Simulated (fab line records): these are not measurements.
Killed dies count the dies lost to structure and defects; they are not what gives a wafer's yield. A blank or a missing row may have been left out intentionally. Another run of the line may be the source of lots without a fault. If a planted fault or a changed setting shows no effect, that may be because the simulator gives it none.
Lot-split experiment / flow n5Finfet / 21 wafers read across 7 lots, on a route 1938 steps long

SPLIT DETAILS
At N5_PASSIVATION_AL_DEP_21 (deposits Al, target thk 2800 nm, time 170 s), the setting timeS was moved away from the recipe's 170 s on 3 of the 21 wafers read, by +8.8% to +14.2%. This setting was run at the recipe's value on the other wafers.

The reading comes from the split's own step.

THE READING
Al_of_PASSIVATION_AL_DEP_21.thkNm (the simulator's own value, which no gauge read), in nm, at N5_PASSIVATION_AL_DEP_21 (deposits Al, target thk 2800 nm, time 170 s). The file gives no usual value for it. The 18 wafers here that ran the recipe average 2801 nm, standard deviation 35 nm.

wafer=L080.1; tool, chamber at the split=pvdSputter-03, -; timeS as run, s=170; against the recipe=recipe; Al_of_PASSIVATION_AL_DEP_21.thkNm, nm=2723; against lot-mates on the recipe=-
wafer=L080.2; tool, chamber at the split=pvdSputter-03, -; timeS as run, s=170; against the recipe=recipe; Al_of_PASSIVATION_AL_DEP_21.thkNm, nm=2735; against lot-mates on the recipe=-
wafer=L080.6; tool, chamber at the split=pvdSputter-03, -; timeS as run, s=170; against the recipe=recipe; Al_of_PASSIVATION_AL_DEP_21.thkNm, nm=2760; against lot-mates on the recipe=-
wafer=L081.2; tool, chamber at the split=pvdSputter-01, -; timeS as run, s=170; against the recipe=recipe; Al_of_PASSIVATION_AL_DEP_21.thkNm, nm=2845; against lot-mates on the recipe=-
wafer=L081.5; tool, chamber at the split=pvdSputter-01, -; timeS as run, s=170; against the recipe=recipe; Al_of_PASSIVATION_AL_DEP_21.thkNm, nm=2834; against lot-mates on the recipe=-
wafer=L081.6; tool, chamber at the split=pvdSputter-01, -; timeS as run, s=170; against the recipe=recipe; Al_of_PASSIVATION_AL_DEP_21.thkNm, nm=2818; against lot-mates on the recipe=-
wafer=L083.1; tool, chamber at the split=pvdSputter-03, -; timeS as run, s=170; against the recipe=recipe; Al_of_PASSIVATION_AL_DEP_21.thkNm, nm=2834; against lot-mates on the recipe=-
wafer=L083.2; tool, chamber at the split=pvdSputter-03, -; timeS as run, s=194.1; against the recipe=+14.2%; Al_of_PASSIVATION_AL_DEP_21.thkNm, nm=3216; against lot-mates on the recipe=+386
wafer=L083.6; tool, chamber at the split=pvdSputter-03, -; timeS as run, s=170; against the recipe=recipe; Al_of_PASSIVATION_AL_DEP_21.thkNm, nm=2826; against lot-mates on the recipe=-
wafer=L087.2; tool, chamber at the split=pvdSputter-03, -; timeS as run, s=170; against the recipe=recipe; Al_of_PASSIVATION_AL_DEP_21.thkNm, nm=2839; against lot-mates on the recipe=-
wafer=L087.5; tool, chamber at the split=pvdSputter-03, -; timeS as run, s=170; against the recipe=recipe; Al_of_PASSIVATION_AL_DEP_21.thkNm, nm=2837; against lot-mates on the recipe=-
wafer=L087.6; tool, chamber at the split=pvdSputter-03, -; timeS as run, s=170; against the recipe=recipe; Al_of_PASSIVATION_AL_DEP_21.thkNm, nm=2795; against lot-mates on the recipe=-
wafer=L089.1; tool, chamber at the split=pvdSputter-02, -; timeS as run, s=170; against the recipe=recipe; Al_of_PASSIVATION_AL_DEP_21.thkNm, nm=2777; against lot-mates on the recipe=-
wafer=L089.3; tool, chamber at the split=pvdSputter-02, -; timeS as run, s=170; against the recipe=recipe; Al_of_PASSIVATION_AL_DEP_21.thkNm, nm=2780; against lot-mates on the recipe=-
wafer=L089.4; tool, chamber at the split=pvdSputter-02, -; timeS as run, s=170; against the recipe=recipe; Al_of_PASSIVATION_AL_DEP_21.thkNm, nm=2776; against lot-mates on the recipe=-
wafer=L092.1; tool, chamber at the split=pvdSputter-01, -; timeS as run, s=170; against the recipe=recipe; Al_of_PASSIVATION_AL_DEP_21.thkNm, nm=2794; against lot-mates on the recipe=-
wafer=L092.3; tool, chamber at the split=pvdSputter-01, -; timeS as run, s=170; against the recipe=recipe; Al_of_PASSIVATION_AL_DEP_21.thkNm, nm=2805; against lot-mates on the recipe=-
wafer=L092.5; tool, chamber at the split=pvdSputter-01, -; timeS as run, s=170; against the recipe=recipe; Al_of_PASSIVATION_AL_DEP_21.thkNm, nm=2826; against lot-mates on the recipe=-
wafer=L096.1; tool, chamber at the split=pvdSputter-02, -; timeS as run, s=184.9; against the recipe=+8.8%; Al_of_PASSIVATION_AL_DEP_21.thkNm, nm=3051; against lot-mates on the recipe=+232
wafer=L096.3; tool, chamber at the split=pvdSputter-02, -; timeS as run, s=170; against the recipe=recipe; Al_of_PASSIVATION_AL_DEP_21.thkNm, nm=2819; against lot-mates on the recipe=-
wafer=L096.6; tool, chamber at the split=pvdSputter-02, -; timeS as run, s=184.9; against the recipe=+8.8%; Al_of_PASSIVATION_AL_DEP_21.thkNm, nm=3072; against lot-mates on the recipe=+253

THE FIT
A straight line over all 21 wafers: Al_of_PASSIVATION_AL_DEP_21.thkNm changes by +29.4 nm for each +1% of timeS; r = +0.96; the points scatter about the line by 35 nm.
The same after taking each lot's own level away (the mean of its wafers on the recipe; 21 wafers): +27.4 nm for each +1%; r = +0.99; scatter 13 nm.
That fit puts the effect of the largest move of timeS on the reading at 3.9e+02 nm.
The lots' own levels span 2739.3 to 2832.3 nm, that is 2.6 times the standard deviation above.
Hence the lot-to-lot level has little effect on the slope; both slopes agree.
Check: for one of the wafers moved furthest among these (+14.2%), held out of the fit, the line's prediction against its lot-mates is +392 nm. Against them it came out at +386 nm.

FILE'S OWN FIT
Al_of_PASSIVATION_AL_DEP_21.thkNm changes by +27.3 nm for each +1% of timeS, r = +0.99.
